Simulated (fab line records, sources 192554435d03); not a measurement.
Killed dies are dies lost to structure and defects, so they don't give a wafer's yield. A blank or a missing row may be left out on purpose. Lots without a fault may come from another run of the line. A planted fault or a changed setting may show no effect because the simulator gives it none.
A struck lot beside a sound one | flow n5_finfet | 33 steps out of a route of 1938
Sound: wafers L400.1, L400.5, L400.6. Struck: wafer L417.2. (L417.1, L417.6 of the same lot were not struck and are left out.) The cause comes at the end.
At each step with rows: each side's tool, then ch and its chambers, then its first start. Under that, the readings that differ: sound wafers | struck wafers | difference of the means | sigmas: that difference in standard deviations of wafers without a fault.
alike: readings whose means differ by less than 2 such deviations, and words and numbers that are the same on both sides. not compared: withheld readings, readings that some wafer has no value for, bounds like >300 that may hide the same value, and numbers for which the record gives no deviation and whose values overlap.
The two part at a step that has a row with sigmas, a row that says differs or no value, or rows on one side only. Numbers that don't overlap but have no deviation are shown without sigmas and don't part them. A reading that every wafer of one side lacks parts them only if that side has two wafers or more.

first, 7 steps without rows for these wafers: N5_SD_ACTIVATION_LSA_01 (time 0.0008 s); N5_ILD0_LINER_00 (material SiNx, target thk 4 nm, pulse time 1 s, purge time 2 s); N5_ILD0_FCVD_FILL_01 (material SiO2 flowable, target thk 200 nm, time 328.3 s); N5_ILD0_CURE_02 (time 1800 s); N5_ILD0_CMP_03 (polishes, stops on SiNx, t overpolish 1.9 s, target thk 197.38 nm); N5_ILD0_CMP_07 (polishes SiO2 flowable, stops on poly-Si, t overpolish 1.18 s, target thk 138.88 nm); N5_ILD0_PRECLEAN_10 (cleans in NF3:NH3, afs cycles 5, time 20 s, sublimation time 60 s).
N5_ILD0_ALD_15: deposits SiNx, target thk 24 nm, pulse time 1 s, ald cycles 480.
  sound on ald_sin-04 ch 1,2,3, day 4 01:12; struck on ald_sin-03 ch 2, day 8 08:38
  alike: heater_power_w, precursor_pulse_height_rel
then, 24 steps without rows for these wafers: N5_ILD0_CMP_12 (polishes SiNx, stops on poly-Si, t overpolish 6 s, target thk 17.67 nm); N5_SDB_HM_DEP_00 (deposits SiNx from SiH4/NH3/N2, target thk 40 nm, time 35.3 s); N5_SDB_COAT_03 (time 60 s, resist thk 100 nm); N5_SDB_COAT_04 (time 60 s, resist thk 18 nm); N5_SDB_COAT_05 (resist thk 90 nm); N5_SDB_EBR_07; N5_SDB_SOFTBAKE_06 (time 60 s); N5_SDB_EXPOSE_08 (exposes mask SDB); N5_SDB_PEB_09 (peb time 60 s); N5_SDB_DEVELOP_10 (develop time 30 s); N5_SDB_DESCUM_16 (chemistry O2, time 7.9 s); N5_SDB_ETCH_17 (etches SiARC in CF4, target depth 23.4 nm, time 39 s); N5_SDB_ETCH_18 (etches SOC in N2/H2, target depth 100 nm, overetch 20 nm, time 150 s); N5_SDB_STRIP_19 (strips in N2/H2); N5_SDB_STRIP_21 (strips in CF4); N5_SDB_HM_OPEN_20 (chemistry CH3F/O2, target SiNx, stops on poly-Si, target depth 24 nm); N5_SDB_STRIP_22 (strips in N2/H2); N5_SDB_PRECLEAN_23 (cleans in dHF, time 30 s); N5_SDB_DUMMY_REMOVE_24 (chemistry TMAH, target poly-Si, stops on SiO2, target depth 142 nm, time 57 s, rinse time 30 s); N5_SDB_ETCH_25 (etches SiO2 in C4F6/O2, target depth 10 nm, time 3.3 s); N5_SDB_CUT_ETCH_26 (etches Si in HBr/Cl2/O2, target depth 129.6 nm, bt time 20 s, time 51.8 s); N5_SDB_PRECLEAN_38 (cleans in dHF, time 10 s); N5_SDB_PRECLEAN_39 (cleans in O3/DIW, time 45 s); N5_SDB_SRD_28 (time 30 s).
-- the record jumps here: 10 days lie between the struck wafers' starts before and after (it left off in module SDB and takes up again in module PASSIVATION, whose first step shown is number 1936 of the route) --
N5_PASSIVATION_PROBE_49:
  the record has rows for the struck wafers here (prober-01, day 17 22:58) and none for the sound ones

WHERE THEY PART
Only at N5_PASSIVATION_PROBE_49, within this record.

WHY: what the simulator had put in
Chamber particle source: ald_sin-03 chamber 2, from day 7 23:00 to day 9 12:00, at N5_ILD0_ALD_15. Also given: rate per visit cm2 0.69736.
